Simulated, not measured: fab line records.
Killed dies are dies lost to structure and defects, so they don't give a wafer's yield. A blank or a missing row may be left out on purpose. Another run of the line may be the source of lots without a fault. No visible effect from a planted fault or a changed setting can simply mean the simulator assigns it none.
Matching of chambers | flow nandHarc | NHARC_A_WL_FILL_CMP_12 on cmp-02: 4 sister chambers
The step polishes, t overpolish 30 s, target thk 100 nm. 16 wafers are shown with their chamber, then 8 later ones without.

## WAFERS, EACH WITH ITS CHAMBER
wafer  | chamber | motorCurrentA (A) | overpolishRunS (s) | timeToEndpointS (s)
L075.1 | 1       | 11.7              | 29.998             | 19.7
L075.2 | 0       | 11.3              | 30.009             | 22.5
L075.4 | 3       | 12.6              | 30.001             | 19.2
L078.2 | 2       | 12.8              | 30.010             | 19.4
L078.3 | 3       | 12.1              | 29.999             | 18.6
L078.6 | 1       | 10.6              | 30.003             | 19.2
L081.3 | 0       | 11.3              | 30.002             | 20.3
L081.5 | 0       | 11.2              | 30.004             | 24.2
L081.6 | 3       | 12.6              | 30.007             | 24.0
L082.2 | 0       | 11.2              | 30.004             | 20.8
L082.3 | 1       | 10.5              | 30.001             | 20.2
L082.4 | 2       | 12.9              | 29.993             | 19.3
L087.3 | 1       | 10.8              | 29.995             | 19.7
L087.4 | 2       | 13.2              | 29.996             | 24.0
L087.6 | 2       | 13.6              | 29.981             | 24.1
L089.3 | 2       | 12.8              | 30.009             | 20.9

SIGNATURES (averages over the wafers above)
reading         | chamber 0 | chamber 1 | chamber 2 | chamber 3 | scatter within a chamber
motorCurrentA   | 11.250    | 10.900    | 13.060    | 12.433    | 0.359
overpolishRunS  | 30.00475  | 29.99925  | 29.99780  | 30.00233  | 0.00753
timeToEndpointS | 21.950    | 19.700    | 21.540    | 20.600    | 2.04
Rule: for a wafer and a chamber, the distance is found by dividing, reading by reading, the gap between the wafer's reading and the chamber's mean by the reading's scatter, squaring, summing and taking the root. If the next closest chamber is less than 2 further off than the closest, the wafer can't be placed; otherwise it belongs to the closest. The scatter is the square root of a quotient: the sum, over the shown wafers, of each reading's squared deviation from its chamber's mean, divided by wafers minus chambers.

## WAFERS WITH NO CHAMBER GIVEN
wafer  | motorCurrentA (A) | overpolishRunS (s) | timeToEndpointS (s)
L089.4 | 12.2              | 29.990             | 20.2
L089.6 | 12.8              | 29.983             | 20.0
L090.2 | 13.3              | 30.006             | 18.4
L090.4 | 11.7              | 30.000             | 19.1
L090.5 | 11.8              | 29.998             | 17.7
L094.1 | 10.6              | 29.993             | 22.8
L094.2 | 13.0              | 29.996             | 21.2
L094.3 | 13.5              | 30.000             | 22.5

## CHAMBER TAKEN BY EACH
wafer  | from the rows above               | in truth
L089.4 | can't be placed: 3 or 2 or 0      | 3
L089.6 | can't be placed: 2 or 3           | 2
L090.2 | can't be placed: 2 or 3           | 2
L090.4 | can't be placed: 0 or 3 or 1      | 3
L090.5 | can't be placed: 3 or 1 or 0 or 2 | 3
L094.1 | can't be placed: 1 or 0           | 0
L094.2 | can't be placed: 2 or 3           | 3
L094.3 | can't be placed: 2 or 3           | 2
Correct placement for 0 of the 8. Not placeable from these rows: 8 (in 8, the candidates include the true chamber). Wrongly placed: 0.
